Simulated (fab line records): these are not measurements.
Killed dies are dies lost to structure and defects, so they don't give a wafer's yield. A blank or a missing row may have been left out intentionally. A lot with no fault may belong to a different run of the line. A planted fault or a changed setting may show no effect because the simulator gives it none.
fab line records	flow n5-finfet	part 1 of 2: steps 1 to 9 of 10
record: lots: 6	wafers: 18	last-day: 18
route steps=1938 shown BEOL_M4@1111 BEOL_M6@1227 BEOL_M15@1830 PASSIVATION@1936
lots with no fault: from the same line, run without faults
start-h: hours from the record's opening day to when the first of the lot's shown wafers began	wait-h: how many hours have passed since the lot's step before this one	" unchanged from the row above	L1.1+2: a single row standing in for several wafers	- value missing, or start not given	* or withheld: withheld	< > ~ a bound
route shown NAME@n: NAME is a module with steps in the file, n the number in the route of the first one	usual: mean/standard deviation of fault-free wafers	same: alike in all rows	chamber/n: place in a boat	sites: each site's reading	_std_site: how widely they spread, as a standard deviation	_edge_site: inner sites' mean taken away from outer sites' mean	radius-mm: how far each site lies from the wafer's centre	mask NAME#n: copy n	behind: tool/chamber where the wafer was last shaped	hold: what put the lot on hold/how long, in hours/how the hold closed	device: transistor that didn't switch, given as n, p or np	end of line: tests run on the same wafers once the route is complete	a step without rows: its recipe alone	killed: dies that structure and defects cost at the first sort, which is not the same as the wafer's yield	map: dies across one wafer; x = killed, . = not, _ = none there
set.NAME: setting as actually run; set.NAME@STEP: the setting as run at that earlier step	model.NAME: the simulator's own value behind a step, which no gauge read
route steps across a sampled set of lots; one table per step, one row per wafer
services: from which hour (start-h, from the record's first day; less than 0 if before it) a tool's chamber was out of use, for how many hours, and why
== steps ==
step: N5_BEOL_M4_RC_MEAS_101
usual: DIBL_N: 36.6/1.1	DIBL_P: 36.8/1.6	IOFF_N: 0.169/0.024	IOFF_P: 0.206/0.028	ION_N: 679/9.2	ION_P: 462/7	SS_N: 71.6/0.57	SS_P: 73.3/0.57	VT_N: 248.8/2.4	VT_P: -251/3
lot.wafer	tool	chamber	start-h	wait-h	DIBL_N[mV/V]	DIBL_P[mV/V]	IOFF_N[nA/um]	IOFF_P[nA/um]	ION_N[uA/um]	ION_P[uA/um]	SS_N[mV/dec]	SS_P[mV/dec]	VT_N[mV]	VT_P[mV]
L871.1	prober-02	0	229.51	0.0	36.5	39.0	0.202	0.228	691	468	72.6	74.4	246.6	-251
L871.4	"	0	"	"	36.4	39.1	0.185	0.222	682	463	72.5	73.7	250.5	-251
L871.6	"	0	"	"	37.8	39.4	0.219	0.236	681	461	72.2	74.2	246.0	-254
L879.1	prober-02	0	265.58	0.0	37.6	37.7	0.163	0.228	664	462	72.5	73.2	249.0	-248
L879.4	"	0	"	"	38.2	38.5	0.178	0.236	679	469	71.9	73.2	251.6	-249
L879.5	"	0	"	"	37.5	37.5	0.157	0.213	682	466	71.6	73.4	249.4	-248
L882.3	prober-02	0	278.14	0.3	35.7	36.9	0.147	0.177	676	460	71.2	73.3	253.7	-254
L882.4	"	0	"	"	34.5	35.6	0.123	0.160	658	450	70.6	73.3	254.6	-257
L882.6	"	0	"	"	37.8	39.1	0.188	0.206	668	453	71.7	73.9	247.8	-254
L884.2	prober-02	0	299.86	0.2	37.6	36.6	0.173	0.171	673	447	71.0	73.9	248.9	-255
L884.3	"	0	"	"	38.0	37.1	0.187	0.183	680	453	72.1	73.8	248.6	-259
L884.4	"	0	"	"	36.0	34.8	0.149	0.158	673	451	71.1	73.6	251.8	-258
L885.2	prober-01	0	304.94	0.2	36.6	36.3	0.168	0.195	676	460	71.5	73.1	247.7	-249
L885.4	"	0	"	"	38.3	37.9	0.202	0.221	680	467	71.9	73.3	247.3	-250
L885.5	"	0	"	"	38.3	38.0	0.201	0.219	678	461	72.1	73.6	246.5	-249
L888.1	prober-02	0	339.08	0.0	35.1	35.8	0.150	0.162	672	450	71.7	73.1	249.1	-257
L888.3	"	0	"	"	35.8	37.0	0.165	0.175	675	447	71.1	73.6	247.9	-255
L888.6	"	0	"	"	36.7	37.9	0.179	0.186	685	456	71.0	74.1	247.0	-256
step: N5_BEOL_M6_CD_MEAS_28
recipe: target-cd-nm: 40	landing-energy-ev: 500	detector: se-inlens
usual: cd-nm: 39.99/0.24
lot.wafer	tool	chamber	start-h	wait-h	cd-nm
L871.1	cd-sem-01	0	245.78	-	39.79
L871.4	"	0	"	"	39.48
L871.6	"	0	"	"	39.79
L879.1	cd-sem-02	0	293.47	-	40.06
L879.4	"	0	"	"	39.69
L879.5	"	0	"	"	39.50
L882.3	cd-sem-03	0	298.45	-	40.36
L882.4	"	0	"	"	39.87
L882.6	"	0	"	"	40.67
L884.2	cd-sem-02	0	317.06	-	40.20
L884.3	"	0	"	"	40.28
L884.4	"	0	"	"	39.88
L885.2	cd-sem-02	0	323.68	-	40.11
L885.4	"	0	"	"	40.54
L885.5	"	0	"	"	39.57
L888.1	cd-sem-01	0	359.97	-	40.14
L888.3	"	0	"	"	39.95
L888.6	"	0	"	"	40.15
step: N5_BEOL_M6_VIA_ETCH_34
recipe: chemistry: C4F6/O2	target: SiCOH_lowk	target-depth-a: 1263	mask-material: SOC	taper-deg: 4	time-s: 50.9	ion-energy-ev: 250	pressure-mtorr: 30	source-w: 345	bias-w: 185	Ar_flow_sccm: 300	C4F6_flow_sccm: 10	O2_flow_sccm: 10
usual: bias-w: 185.0/0.59	drypump-motor-current-A: 5.6/0.54	oes-product-au: 0.81/0.077	rf-fwd-power-W: 340.7/1.4	rf-vpp-V: 667/6.5	showerhead-plenum-p-Torr: 2.89/0.11	throttle-valve-pct: 20.87/0.22
lot.wafer	tool	chamber	start-h	wait-h	bias-w	drypump-motor-current-A	oes-product-au	rf-fwd-power-W	rf-hours-counter-h	rf-vpp-V	showerhead-plenum-p-Torr	throttle-valve-pct
L871.1	rie-diel-03	0	246.36	0.0	185.3	5.5	0.94	339.6	23	663	2.78	20.51
L871.4	"	2	"	"	184.7	5.3	0.70	339.4	228	660	2.71	21.09
L871.6	"	3	"	"	184.1	4.8	0.71	340.6	-	671	2.93	21.22
L879.1	rie-diel-03	0	293.78	0.0	184.8	5.5	0.90	341.5	39	662	2.77	20.55
L879.4	"	3	"	"	184.3	4.8	0.68	342.3	240	668	2.92	21.25
L879.5	"	3	"	"	184.8	4.8	0.69	342.2	-	669	2.92	21.23
L882.3	rie-diel-03	0	299.18	0.0	184.5	5.5	0.90	339.6	40	663	2.77	20.55
L882.4	"	3	"	"	185.5	4.8	0.68	342.6	242	671	2.92	21.25
L882.6	"	1	"	"	185.6	6.5	0.82	340.4	-	675	2.99	20.90
L884.2	rie-diel-03	0	317.43	0.0	185.6	5.5	0.88	338.9	47	664	2.77	20.56
L884.3	"	3	"	"	185.3	4.8	0.68	341.9	248	671	2.92	21.26
L884.4	"	1	"	"	184.0	6.5	0.80	343.5	-	673	2.98	20.90
L885.2	rie-diel-04	3	323.99	0.0	185.3	6.0	0.89	343.0	48	669	3.01	20.97
L885.4	"	0	"	"	185.8	5.3	0.81	338.5	95	681	2.76	20.87
L885.5	"	0	"	"	184.4	5.3	0.82	339.3	-	681	2.76	20.88
L888.1	rie-diel-04	3	360.27	0.0	184.9	6.1	0.87	342.3	62	668	3.01	20.99
L888.3	"	2	"	"	185.1	6.1	0.74	341.1	160	657	2.84	20.77
L888.6	"	0	"	"	185.5	5.3	0.80	338.9	-	680	2.76	20.90
step: N5_BEOL_M6_TRENCH_ETCH_37
recipe: chemistry: C4F6/O2	target-depth-a: 944.35	target: SiCOH_lowk	time-s: 31.5	ion-energy-ev: 250	pressure-mtorr: 30	source-w: 345	bias-w: 185	Ar_flow_sccm: 300	C4F6_flow_sccm: 10	O2_flow_sccm: 10
usual: bias-w: 185.0/0.54	drypump-motor-current-A: 5.6/0.54	oes-product-au: 0.81/0.077	rf-fwd-power-W: 339.5/1.7	rf-vpp-V: 668/6.5	showerhead-plenum-p-Torr: 2.89/0.11	throttle-valve-pct: 20.90/0.22
lot.wafer	tool	chamber	start-h	wait-h	bias-w	drypump-motor-current-A	oes-product-au	rf-fwd-power-W	rf-hours-counter-h	rf-vpp-V	showerhead-plenum-p-Torr	throttle-valve-pct
L871.1	rie-diel-03	0	246.45	-	185.5	5.5	0.93	337.5	23	664	2.78	20.56
L871.4	"	2	"	"	185.0	5.3	0.71	337.4	228	660	2.71	21.12
L871.6	"	3	"	"	184.6	4.8	0.70	340.7	-	670	2.93	21.24
L879.1	rie-diel-03	0	293.87	-	184.9	5.5	0.91	339.7	39	662	2.77	20.58
L879.4	"	3	"	"	185.3	4.9	0.69	341.0	240	669	2.92	21.28
L879.5	"	3	"	"	186.5	4.9	0.70	340.2	-	670	2.92	21.28
L882.3	rie-diel-03	0	299.27	-	184.9	5.5	0.90	336.8	40	662	2.77	20.56
L882.4	"	3	"	"	185.0	4.8	0.69	339.2	242	668	2.92	21.29
L882.6	"	1	"	"	185.4	6.5	0.65	338.7	-	671	2.98	20.88
L884.2	rie-diel-03	0	317.53	-	185.3	5.5	0.72	338.1	47	663	2.77	20.53
L884.3	"	3	"	"	184.4	4.8	0.68	341.0	248	669	2.92	21.30
L884.4	"	1	"	"	184.3	6.5	0.81	341.3	-	673	2.98	20.95
L885.2	rie-diel-04	3	324.08	-	184.9	6.1	0.88	340.9	48	671	3.01	20.99
L885.4	"	0	"	"	184.6	5.3	0.81	337.8	95	680	2.76	20.89
L885.5	"	0	"	"	184.8	5.3	0.81	338.3	-	681	2.76	20.89
L888.1	rie-diel-04	3	360.36	-	183.9	6.0	0.86	341.9	62	668	3.01	21.01
L888.3	"	2	"	"	184.4	6.1	0.74	339.5	160	656	2.84	20.78
L888.6	"	0	"	"	184.7	5.3	0.80	337.6	-	681	2.76	20.90
step: N5_BEOL_M6_STRIP_80
recipe: chemistry: N2/H2	time-s: 10	power-w: 450	temp-c: 40	pressure-mtorr: 20	rf-frequency-hz: 6e+07	bias-power-w: 7	n2-flow-sccm: 200	h2-flow-sccm: 200
usual: drypump-motor-current-A: 5.6/0.54	oes-product-au: 0.81/0.076	rf-vpp-V: 59.3/0.83	showerhead-plenum-p-Torr: 2.58/0.1	throttle-valve-pct: 23.65/0.28
lot.wafer	tool	chamber	start-h	wait-h	drypump-motor-current-A	oes-product-au	rf-hours-counter-h	rf-vpp-V	showerhead-plenum-p-Torr	throttle-valve-pct
L871.1	rie-diel-03	0	-	-	5.5	0.93	23	59.7	2.48	23.18
L871.4	"	2	"	"	5.3	0.71	228	58.7	2.41	23.92
L871.6	"	3	"	"	4.8	0.70	-	58.1	2.61	24.15
L879.1	rie-diel-03	0	-	-	5.5	0.90	39	59.9	2.47	23.17
L879.4	"	3	"	"	4.8	0.70	240	58.1	2.60	24.16
L879.5	"	3	"	"	4.9	0.69	-	59.5	2.60	24.16
L882.3	rie-diel-03	0	-	-	5.5	0.89	40	59.4	2.47	23.18
L882.4	"	3	"	"	4.8	0.68	242	58.3	2.60	24.16
L882.6	"	1	"	"	6.5	0.82	-	60.4	2.68	23.77
L884.2	rie-diel-03	0	-	-	5.5	0.88	47	58.6	2.47	23.20
L884.3	"	3	"	"	4.9	0.69	248	60.2	2.60	24.19
L884.4	"	1	"	"	6.5	0.81	-	59.7	2.67	23.75
L885.2	rie-diel-04	3	-	-	6.1	0.89	48	59.5	2.69	23.60
L885.4	"	0	"	"	5.3	0.82	95	59.5	2.46	23.65
L885.5	"	0	"	"	5.3	0.81	-	57.2	2.46	23.66
L888.1	rie-diel-04	3	-	-	6.0	0.86	62	58.4	2.68	23.61
L888.3	"	2	"	"	6.1	0.73	160	58.8	2.53	23.46
L888.6	"	0	"	"	5.3	0.80	-	58.5	2.45	23.68
step: N5_BEOL_M6_OCD_MEAS_38
usual: trench-depth-nm: 94.8/1.3
lot.wafer	tool	chamber	start-h	wait-h	trench-depth-nm
L871.1	ocd-02	-	246.61	-	95.6
L871.4	"	-	"	"	93.3
L871.6	"	-	"	"	93.7
L879.1	ocd-01	-	294.02	-	94.8
L879.4	"	-	"	"	93.7
L879.5	"	-	"	"	94.0
L882.3	ocd-02	-	299.43	-	94.8
L882.4	"	-	"	"	92.8
L882.6	"	-	"	"	65.8
L884.2	ocd-01	-	317.68	-	65.7
L884.3	"	-	"	"	93.4
L884.4	"	-	"	"	95.6
L885.2	ocd-01	-	324.23	-	97.1
L885.4	"	-	"	"	92.8
L885.5	"	-	"	"	93.3
L888.1	ocd-01	-	360.52	-	95.9
L888.3	"	-	"	"	93.2
L888.6	"	-	"	"	93.5
step: N5_BEOL_M6_THK_MEAS_53
recipe: thk-meas-gauge: xrf	reads: Cu_of_BEOL_M6_ECD_50
usual: M6_THK: 81.6/1.7
lot.wafer	tool	chamber	start-h	wait-h	M6_THK[nm]
L871.1	film-metro-01	-	250.38	-	84.4
L871.4	"	-	"	"	82.7
L871.6	"	-	"	"	82.9
L879.1	film-metro-01	-	297.48	-	84.0
L879.4	"	-	"	"	82.9
L879.5	"	-	"	"	83.8
L882.3	film-metro-02	-	301.50	-	80.3
L882.4	"	-	"	"	78.1
L882.6	"	-	"	"	49.9
L884.2	film-metro-01	-	320.32	-	51.4
L884.3	"	-	"	"	80.1
L884.4	"	-	"	"	83.3
L885.2	film-metro-02	-	327.62	-	82.1
L885.4	"	-	"	"	79.7
L885.5	"	-	"	"	78.6
L888.1	film-metro-02	-	363.05	-	82.5
L888.3	"	-	"	"	79.0
L888.6	"	-	"	"	79.6
step: N5_BEOL_M6_RS_MEAS_57
recipe: thk-meas-gauge: four-point-probe	reads: Cu_of_BEOL_M6_ECD_50+Co_of_BEOL_M6_CVD_78+TaN_of_BEOL_M6_ALD_77
usual: M6_RS: 0.283/0.0066
lot.wafer	tool	chamber	start-h	wait-h	M6_RS[ohm/sq]
L871.1	film-metro-02	-	250.51	0.1	0.276
L871.4	"	-	"	"	0.282
L871.6	"	-	"	"	0.281
L879.1	film-metro-02	-	297.63	0.1	0.276
L879.4	"	-	"	"	0.281
L879.5	"	-	"	"	0.277
L882.3	film-metro-01	-	301.67	0.1	0.290
L882.4	"	-	"	"	0.298
L882.6	"	-	"	"	0.513
L884.2	film-metro-02	-	320.45	0.1	0.496
L884.3	"	-	"	"	0.290
L884.4	"	-	"	"	0.276
L885.2	film-metro-01	-	327.75	0.1	0.279
L885.4	"	-	"	"	0.289
L885.5	"	-	"	"	0.293
L888.1	film-metro-02	-	363.18	0.1	0.281
L888.3	"	-	"	"	0.295
L888.6	"	-	"	"	0.293
step: N5_BEOL_M15_RC_MEAS_101
usual: COMB_M10: 1.55e-11/2.7e-12	COMB_M11: 1.48e-11/2.8e-12	COMB_M12: 6.4e-12/1.3e-12	COMB_M13: 5.1e-12/9.3e-13	COMB_M14: 4e-12/6.5e-13	COMB_M15: 2.9e-12/5.8e-13	COMB_M5: 3.6e-11/8e-12	COMB_M7: 2.5e-11/5.1e-12	COMB_M8: 2.6e-11/5.4e-12	COMB_M9: 1.46e-11/2.9e-12	COMB_M9_max_site: 2.1e-11/5.1e-12	SERP_M10: 3.04/0.068	SERP_M11: 3.06/0.067	SERP_M11_max_site: 3.15/0.082	SERP_M12: 0.630/0.013	SERP_M13: 0.311/0.0051	SERP_M13_max_site: 0.314/0.0052	SERP_M14: 0.1598/0.003	SERP_M14_max_site: 0.162/0.0031	SERP_M5: 39.1/1.5	SERP_M6: 13.6/0.39	SERP_M6_max_site: 14.1/0.46	SERP_M7: 13.7/0.49	SERP_M8: 13.6/0.42	SERP_M9: 3.08/0.066	SERP_M9_max_site: 3.17/0.087
lot.wafer	tool	chamber	start-h	wait-h	COMB_M10[S/m]	COMB_M11[S/m]	COMB_M12[S/m]	COMB_M13[S/m]	COMB_M14[S/m]	COMB_M15[S/m]	COMB_M5[S/m]	COMB_M7[S/m]	COMB_M8[S/m]	COMB_M9[S/m]	COMB_M9_max_site[S/m]	SERP_M10[ohm/um]	SERP_M11[ohm/um]	SERP_M11_max_site[ohm/um]	SERP_M12[ohm/um]	SERP_M13[ohm/um]	SERP_M13_max_site[ohm/um]	SERP_M14[ohm/um]	SERP_M14_max_site[ohm/um]	SERP_M5[ohm/um]	SERP_M6[ohm/um]	SERP_M6_max_site[ohm/um]	SERP_M7[ohm/um]	SERP_M8[ohm/um]	SERP_M9[ohm/um]	SERP_M9_max_site[ohm/um]
L871.1	prober-01	0	324.54	0.0	1.49e-11	1.76e-11	7.2e-12	6.3e-12	4.4e-12	3.6e-12	2.7e-11	1.9e-11	2.1e-11	1.14e-11	1.5e-11	2.97	3.06	3.11	0.615	0.313	0.317	0.1618	0.164	40.4	13.5	14.1	13.8	14.0	3.10	3.21
L871.4	"	0	"	"	1.47e-11	1.51e-11	5.6e-12	5.6e-12	4.5e-12	3e-12	3.8e-11	2e-11	2.6e-11	1.57e-11	2.4e-11	2.99	3.11	3.21	0.644	0.310	0.313	0.1596	0.161	40.0	13.5	13.9	13.6	12.8	3.05	3.23
L871.6	"	0	"	"	1.37e-11	2.3e-11	5.8e-12	6.7e-12	3.5e-12	3.4e-12	2.5e-11	2e-11	2.3e-11	1.76e-11	2.5e-11	3.08	3.11	3.23	0.625	0.311	0.314	0.1576	0.160	39.7	13.7	14.5	14.0	13.5	3.11	3.17
L879.1	prober-02	0	361.26	0.0	8.5e-12	1.75e-11	5.7e-12	4.3e-12	4.7e-12	3.2e-12	4.3e-11	3.9e-11	1.6e-11	1.45e-11	2e-11	3.02	2.98	3.06	0.640	0.308	0.312	0.1602	0.163	37.0	13.3	13.6	13.6	13.4	3.15	3.31
L879.4	"	0	"	"	1.47e-11	1.35e-11	4.9e-12	6.4e-12	4.3e-12	2.8e-12	3e-11	2.6e-11	2.5e-11	1.81e-11	2.5e-11	3.03	3.12	3.21	0.638	0.315	0.318	0.1600	0.161	37.6	13.5	14.1	14.2	13.9	3.06	3.18
L879.5	"	0	"	"	1.49e-11	1.56e-11	5.2e-12	5.1e-12	3.7e-12	2.3e-12	2.8e-11	4.3e-11	2.7e-11	1.26e-11	1.9e-11	3.11	3.00	3.08	0.638	0.315	0.320	0.1557	0.158	40.3	13.3	13.6	14.5	13.5	3.09	3.25
L882.3	prober-02	0	367.10	0.3	1.94e-11	1.14e-11	6.7e-12	3.5e-12	3.6e-12	2.9e-12	5.1e-11	2.9e-11	3.2e-11	1.7e-11	2.7e-11	3.10	3.21	3.30	0.610	0.309	0.313	0.1581	0.160	38.2	13.4	13.9	14.0	13.3	2.98	3.03
L882.4	"	0	"	"	1.27e-11	1.36e-11	5.1e-12	3.6e-12	2.8e-12	3e-12	4.4e-11	3.2e-11	2.5e-11	1.35e-11	1.7e-11	3.07	3.22	3.36	0.637	0.315	0.319	0.1571	0.160	37.7	14.0	14.6	14.3	13.8	2.94	2.94
L882.6	"	0	"	"	1.71e-11	1.06e-11	6.4e-12	5.3e-12	3.6e-12	2.5e-12	2.9e-11	2.5e-11	1.7e-11	1.2e-11	2.2e-11	3.02	3.18	3.22	0.604	0.310	0.313	0.1618	0.163	38.3	22.9	23.9	13.1	13.6	2.99	3.06
L885.2	prober-02	0	398.59	0.2	1.25e-11	1.31e-11	8.2e-12	6.6e-12	5.2e-12	2.4e-12	2.9e-11	1.9e-11	2.7e-11	1.09e-11	1.4e-11	3.11	3.05	3.16	0.634	0.309	0.311	0.1589	0.163	37.1	13.1	13.7	14.1	14.3	3.14	3.19
L885.4	"	0	"	"	1.41e-11	1.36e-11	5e-12	5.8e-12	4.5e-12	3.3e-12	3.3e-11	1.8e-11	2.5e-11	1.4e-11	2.1e-11	3.08	3.07	3.16	0.631	0.310	0.315	0.1596	0.162	37.2	13.2	13.8	13.3	13.3	3.14	3.20
L885.5	"	0	"	"	1.55e-11	1.36e-11	8.5e-12	6.6e-12	4.2e-12	2.2e-12	2.9e-11	1.9e-11	2.2e-11	1.38e-11	2e-11	3.07	3.06	3.12	0.642	0.315	0.317	0.1613	0.162	37.5	13.9	14.5	13.9	13.5	3.13	3.20
L884.2	prober-01	0	398.82	0.2	1.67e-11	1.28e-11	6.4e-12	4.7e-12	3.6e-12	2.1e-12	4e-11	2.5e-11	1.9e-11	1.59e-11	2.2e-11	3.18	3.14	3.22	0.607	0.305	0.309	0.1592	0.161	38.6	22.2	23.9	13.8	13.2	3.07	3.27
L884.3	"	0	"	"	1.75e-11	1.51e-11	4.5e-12	4.3e-12	4.4e-12	2.9e-12	3.4e-11	3.6e-11	1.8e-11	1.76e-11	2.5e-11	3.16	3.00	3.10	0.613	0.305	0.306	0.1542	0.155	38.0	13.7	14.1	13.6	14.1	3.21	3.22
L884.4	"	0	"	"	1.3e-11	1.57e-11	6.9e-12	5.5e-12	4.6e-12	2.8e-12	3.5e-11	2.6e-11	3.2e-11	1.27e-11	2.7e-11	3.11	2.98	3.12	0.617	0.305	0.309	0.1586	0.161	38.8	12.5	12.8	13.5	13.1	3.14	3.20
L888.1	prober-01	0	427.42	0.0	1.48e-11	1.6e-11	4.7e-12	6.9e-12	4.4e-12	2.3e-12	4.1e-11	2.6e-11	3.4e-11	1.09e-11	1.4e-11	3.02	3.08	3.14	0.625	0.318	0.322	0.1589	0.160	38.7	13.2	13.5	13.5	13.5	2.99	3.14
L888.3	"	0	"	"	1.15e-11	1.45e-11	5.2e-12	6.2e-12	3.4e-12	2.2e-12	2.6e-11	3.6e-11	3.5e-11	1.23e-11	1.7e-11	3.03	3.04	3.15	0.626	0.317	0.321	0.1594	0.160	37.8	13.4	14.1	14.0	13.2	2.97	3.01
L888.6	"	0	"	"	1.64e-11	1.74e-11	5e-12	5e-12	3.4e-12	2.4e-12	4.4e-11	2.3e-11	2.7e-11	1.45e-11	2e-11	3.03	2.99	3.07	0.629	0.320	0.324	0.1564	0.158	38.3	13.6	14.0	14.0	13.4	2.94	3.01
sites SERP_M6 radius-mm=0,75,75,75,75,140,140,140,140
L871.1 14.1 14.0 13.5 13.5 13.6 12.7 13.0 13.0 13.1
L879.1 13.6 13.1 13.1 13.2 13.4 13.4 13.3 13.0 13.4
L882.3 13.9 13.6 13.7 13.7 13.4 12.9 13.3 13.3 12.9
L885.2 12.4 13.1 12.8 12.8 12.7 13.6 13.7 13.3 13.2
L884.2 22.7 23.9 23.3 22.9 22.2 21.3 21.8 21.3 21.2
L888.1 12.5 12.9 12.8 12.6 13.3 13.4 13.2 13.5 13.5
== key ==
first-sign: step: N5_BEOL_M6_OCD_MEAS_38	reading: trench-depth-nm	direction: down	sigmas: 23	usual: 94.8	struck: 65.7
effect: step: N5_BEOL_M6_THK_MEAS_53	reading: M6_THK	direction: down	sigmas: 19	usual: 81.6	struck: 50.7
effect: step: N5_BEOL_M6_RS_MEAS_57	reading: M6_RS	direction: up	sigmas: 33	usual: 0.283	struck: 0.504
effect: step: N5_BEOL_M15_RC_MEAS_101	reading: SERP_M6	direction: up	sigmas: 23	usual: 13.6	struck: 22.6
effect: step: N5_PASSIVATION_PROBE_49	reading: sort_bin_8_speed	direction: up	sigmas: 7	usual: 0.00	struck: 0.59
met-at N5_BEOL_M6_TRENCH_ETCH_37
struck-lots L882,L884
struck-wafers L882.6,L884.2
not-acting-at N5_BEOL_M6_CD_MEAS_28,N5_BEOL_M6_VIA_ETCH_34,N5_BEOL_M6_STRIP_80
onset-between 293.87 299.27
fault: kind: process-parameter-drift	tool: rie-diel-03	chamber: -	onset-h: 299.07	steps: N5_BEOL_M6_TRENCH_ETCH_37	channel: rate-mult	offset: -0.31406	shape: step	end-h: 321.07	scope: struck-wafers-only
